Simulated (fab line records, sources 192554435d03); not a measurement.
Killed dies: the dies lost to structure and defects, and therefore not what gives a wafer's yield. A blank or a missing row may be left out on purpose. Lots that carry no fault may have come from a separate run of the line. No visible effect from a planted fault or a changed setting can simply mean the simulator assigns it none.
Matching of chambers ; flow n5 finfet ; 4 sister chambers for N5_FIN_SAQP_ALD_61 on ald sin-04
The step deposits SiO2, target thk 4 nm, pulse time 1 s, purge time 2 s. 16 wafers are shown with their chamber, then 8 later ones without.

## EACH WAFER AND ITS CHAMBER
wafer;chamber;heater power w (W);susceptor temp C (C);precursor pulse height rel
L075.2;2;472;299.86;0.991
L075.4;0;519;299.89;1.001
L075.6;3;480;300.18;0.971
L083.1;1;450;299.77;1.002
L083.4;2;482;300.38;1.024
L083.5;3;481;299.61;1.016
L085.3;1;452;299.85;1.030
L085.5;3;475;300.13;0.960
L085.6;0;518;299.96;1.025
L086.2;2;486;300.04;1.036
L086.3;0;514;300.51;1.031
L086.6;1;458;299.85;0.993
L089.1;0;520;300.60;1.030
L089.2;1;457;299.83;0.976
L089.6;2;480;299.87;1.024
L090.1;3;465;300.15;1.032

SIGNATURES (averages over the wafers above)
reading;chamber 0;chamber 1;chamber 2;chamber 3;scatter within a chamber
heater power w;517.75;454.25;480.00;475.25;5.25
susceptor temp C;300.2400;299.8250;300.0375;300.0175;0.259
precursor pulse height rel;1.02175;1.00025;1.01875;0.99475;0.0239
Rule: a wafer's distance from a chamber is the root of the sum, over the readings, of the square of ((its reading less the chamber's mean) divided by the reading's scatter). If the next closest chamber is less than 2 further off than the closest, the wafer can't be placed; otherwise it belongs to the closest. The scatter: take each reading less its chamber's mean, square it, sum over the shown wafers, divide by the number of wafers less the number of chambers, and take the root.

## WAFERS MISSING THEIR CHAMBER
wafer;heater power w (W);susceptor temp C (C);precursor pulse height rel
L090.4;484;300.08;1.034
L090.5;481;300.18;1.013
L092.2;444;300.06;0.993
L092.3;525;299.96;0.939
L092.6;532;299.75;0.997
L093.2;463;299.98;0.976
L093.5;515;300.13;0.989
L093.6;434;299.92;1.010

## WHICH CHAMBER EACH WENT THROUGH
wafer;from the rows above;in truth
L090.4;can't be placed: 2 or 3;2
L090.5;can't be placed: 2 or 3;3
L092.2;1;1
L092.3;0;0
L092.6;0;0
L093.2;can't be placed: 1 or 3 or 2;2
L093.5;0;0
L093.6;1;1
Correct placement for 5 of the 8. Cannot be placed on the basis of these rows: 3; the candidates contain the true chamber in 3. Wrongly placed: 0.
